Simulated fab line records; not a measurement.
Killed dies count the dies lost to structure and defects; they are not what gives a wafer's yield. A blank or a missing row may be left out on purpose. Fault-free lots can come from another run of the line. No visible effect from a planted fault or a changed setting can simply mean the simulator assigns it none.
Matching of chambers / flow nand harc / ald sin-04 running NHARC_P_GATE_ALD_36: 4 sister chambers
The step deposits SiNx, target thk 20 nm, pulse time 60 s, ald cycles 223. 4 wafers are shown with their chamber, then 8 later ones without.

== WAFERS PAIRED WITH THEIR CHAMBERS ==
wafer=L082.2; chamber=1; heater power outer w (W)=483
wafer=L084.4; chamber=0; heater power outer w (W)=471
wafer=L084.5; chamber=3; heater power outer w (W)=497
wafer=L088.4; chamber=2; heater power outer w (W)=456

== WAFERS WITH NO CHAMBER GIVEN ==
wafer=L088.2; heater power outer w (W)=481
wafer=L088.5; heater power outer w (W)=451
wafer=L093.3; heater power outer w (W)=431
wafer=L093.1; heater power outer w (W)=497
wafer=L093.6; heater power outer w (W)=484
wafer=L096.1; heater power outer w (W)=425
wafer=L096.3; heater power outer w (W)=485
wafer=L096.5; heater power outer w (W)=481

== CHAMBER TAKEN BY EACH ==
wafer=L088.2; from the rows above=can't be placed: 1 or 0 or 3 or 2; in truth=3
wafer=L088.5; from the rows above=can't be placed: 2 or 0 or 1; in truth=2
wafer=L093.3; from the rows above=can't be placed: 2 or 0 or 1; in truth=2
wafer=L093.1; from the rows above=can't be placed: 3 or 1 or 0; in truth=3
wafer=L093.6; from the rows above=can't be placed: 1 or 0 or 3 or 2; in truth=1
wafer=L096.1; from the rows above=can't be placed: 2 or 0 or 1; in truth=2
wafer=L096.3; from the rows above=can't be placed: 1 or 3 or 0 or 2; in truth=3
wafer=L096.5; from the rows above=can't be placed: 1 or 0 or 3 or 2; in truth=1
Placed correctly: 0 of 8. Unplaceable from these rows: 8, with the true chamber sitting among the candidates in 8. 0 placed wrongly.
How it was worked out, from the rows above alone: a wafer's distance from a chamber is the root of the sum, over the readings, of the square of ((its reading less the chamber's mean) divided by the reading's scatter). The wafer belongs to the nearest chamber; if the next one is less than 2 further off, it can't be placed. Each chamber's mean is taken over the wafers shown for it. The scatter (one wafer shown for each chamber): square how far every hidden wafer sits from the nearest shown wafer, average those squares and take the square root.
